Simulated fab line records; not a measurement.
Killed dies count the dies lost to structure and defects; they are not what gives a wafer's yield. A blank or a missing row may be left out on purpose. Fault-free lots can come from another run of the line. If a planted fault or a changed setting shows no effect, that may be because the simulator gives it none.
Chamber matching ; flow nand-harc ; NHARC_A_STAIRCASE_CMP_450 on cmp-01 has 4 sister chambers
The step polishes SiO2, target thk 200 nm. 14 wafers are shown with their chamber, then 7 later ones without.

== WAFERS, EACH WITH ITS CHAMBER ==
wafer;chamber;motor-current-A (A);slurry-filter-dp-kPa (kPa)
L075.1;1;12.8;13.59
L075.5;0;11.6;13.20
L075.6;3;10.9;13.45
L077.2;3;10.8;13.39
L077.5;2;10.4;13.52
L077.6;1;11.5;13.23
L081.1;0;11.9;13.58
L081.2;3;10.0;13.34
L081.3;2;11.5;13.57
L089.3;3;11.5;13.43
L089.4;1;11.4;13.47
L089.5;0;11.7;13.29
L088.2;1;11.6;13.34
L088.3;0;11.4;13.48

SIGNATURES, as means of the wafers listed above
reading;chamber 0;chamber 1;chamber 2;chamber 3;scatter within a chamber
motor-current-A;11.650;11.825;10.950;10.800;0.562
slurry-filter-dp-kPa;13.3875;13.4075;13.5450;13.4025;0.131
Rule: distance of a wafer from a chamber = root of the sum over the readings of ((wafer's reading minus chamber's mean) / reading's scatter) squared. If the next closest chamber is less than 2 further off than the closest, the wafer can't be placed; otherwise it belongs to the closest. The scatter: the root of (the sum of the squares of (reading less its chamber's mean) over the shown wafers, divided by (wafers less chambers)).

== WAFERS WITHOUT THEIR CHAMBER ==
wafer;motor-current-A (A);slurry-filter-dp-kPa (kPa)
L088.5;11.6;13.65
L091.1;12.7;13.69
L091.3;10.7;13.51
L091.4;12.4;13.36
L096.1;11.3;13.47
L096.5;11.3;13.53
L096.6;11.8;13.47

== WHICH CHAMBER EACH WENT THROUGH ==
wafer;from the rows above;in truth
L088.5;can't be placed: 2 or 1 or 0 or 3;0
L091.1;can't be placed: 1 or 0 or 2 or 3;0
L091.3;can't be placed: 2 or 3 or 0 or 1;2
L091.4;can't be placed: 1 or 0 or 3 or 2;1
L096.1;can't be placed: 2 or 0 or 3 or 1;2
L096.5;can't be placed: 2 or 0 or 3 or 1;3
L096.6;can't be placed: 1 or 0 or 2 or 3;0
Correctly placed: 0 of 7. These rows do not allow placing 7 (true chamber among the candidates in 7). 0 placed wrongly.
